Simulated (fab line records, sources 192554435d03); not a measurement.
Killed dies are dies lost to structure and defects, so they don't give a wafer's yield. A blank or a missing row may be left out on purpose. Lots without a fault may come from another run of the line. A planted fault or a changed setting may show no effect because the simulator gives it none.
A struck lot beside a sound one | flow n5_finfet | 14 steps out of a route of 1938
Sound: wafers L640.2, L640.4, L640.6. Struck: wafer L650.1. (L650.5 of the same lot was not struck and is left out.) The cause comes at the end.
At each step with rows: each side's tool, then ch and its chambers, then its first start. Under that, the readings that differ: sound wafers | struck wafers | difference of the means | sigmas: that difference in standard deviations of wafers without a fault.
alike: readings whose means differ by less than 2 such deviations, and words and numbers that are the same on both sides. not compared: withheld readings, readings that some wafer has no value for, bounds like >300 that may hide the same value, and numbers for which the record gives no deviation and whose values overlap.
The two part at a step that has a row with sigmas, a row that says differs or no value, or rows on one side only. Numbers that don't overlap but have no deviation are shown without sigmas and don't part them. A reading that every wafer of one side lacks parts them only if that side has two wafers or more.

first, 9 steps without rows for these wafers: N5_MOL_CONTACT_COAG_DEVELOP_07 (develop time 30 s); N5_MOL_CONTACT_COAG_DESCUM_13 (chemistry O2, time 7 s); N5_MOL_CONTACT_COAG_ETCH_59 (etches underlayer in N2/H2, target depth 13 nm, time 10.4 s); N5_MOL_CONTACT_COAG_ETCH_105 (etches SiARC in CF4, target depth 15.6 nm, time 26 s); N5_MOL_CONTACT_COAG_ETCH_106 (etches SOC in N2/H2, target depth 80 nm, overetch 16 nm, time 120 s); N5_MOL_CONTACT_COAG_STRIP_107 (strips in N2/H2); N5_MOL_CONTACT_COAG_STRIP_108 (strips in N2/H2); N5_MOL_CONTACT_COAG_CONTACT_ETCH_14 (etches SiO2 in C4F6/O2, target depth 27.5 nm, overetch 8.5 nm, time 20 s); N5_MOL_CONTACT_COAG_STRIP_109 (strips in C4F6/O2).
N5_MOL_CONTACT_COAG_ETCH_15: etches SiNx in CH3F/O2, stops on Si:P, target depth 7 nm.
  sound on rie_diel-06 ch 0,2, day 5 21:17; struck on rie_diel-06 ch 0, day 8 06:38
  reading                                            | sound          | struck | difference | sigmas
  oes_product_au (a.u.)                              | 0.65 0.54 0.65 | 0.52   | -0.09      | -2
  over_etch_frac                                     | 0.75 0.75 0.75 | 1.6453 | +0.8953    |
  model.SOC_of_MOL_CONTACT_COAG_COAT_103.thk_nm (nm) | 75.6 75.4 75.8 | 73.6   | -2.0       |
  alike: chamber_pressure_mTorr, drypump_motor_current_A, rf_vpp_V, showerhead_plenum_p_Torr, throttle_valve_pct
  not compared: rf_hours_counter_h
N5_MOL_CONTACT_COAG_ETCH_110: etches Si in CF4/O2, target depth 2.5 nm, time 8 s.
  sound on rie_diel-06 ch 0,2, day 5 21:21; struck on rie_diel-06 ch 0, day 8 06:41
  reading                                            | sound        | struck | difference | sigmas
  model.SOC_of_MOL_CONTACT_COAG_COAT_103.thk_nm (nm) | 74 73.8 74.2 | 72     | -2         |
  alike: chamber_pressure_mTorr, drypump_motor_current_A, oes_product_au, rf_vpp_V, showerhead_plenum_p_Torr, throttle_valve_pct
  not compared: rf_hours_counter_h
then, 1 step without rows for these wafers: N5_MOL_CONTACT_COAG_STRIP_98 (strips in N2/H2).
-- the record jumps here: 3 days lie between the struck wafers' starts before and after (it left off in module MOL_CONTACT_COAG and takes up again in module BEOL_M4, whose first step shown is number 1111 of the route) --
N5_BEOL_M4_RC_MEAS_101:
  sound on prober-02 ch 0, day 8 21:40; struck on prober-01 ch 0, day 11 14:19
  reading       | sound       | struck | difference | sigmas
  ION_P (uA/um) | 481 489 480 | 465    | -18        | -2
  alike: DIBL_N, DIBL_P, IOFF_N, IOFF_P, ION_N, SS_N, SS_P, VT_N, VT_P
N5_PASSIVATION_PROBE_49:
  the record has rows for the sound wafers here (prober-02, day 13 04:49) and none for the struck ones

WHERE THEY PART
First at N5_MOL_CONTACT_COAG_ETCH_15; last, within this record, at N5_PASSIVATION_PROBE_49.

WHY: what the simulator had put in
Process parameter drift: rie_diel-06, from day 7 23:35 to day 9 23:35, at N5_MOL_CONTACT_COAG_ETCH_15. Setting over_etch_frac, moved by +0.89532, from 0.75. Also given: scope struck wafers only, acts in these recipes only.
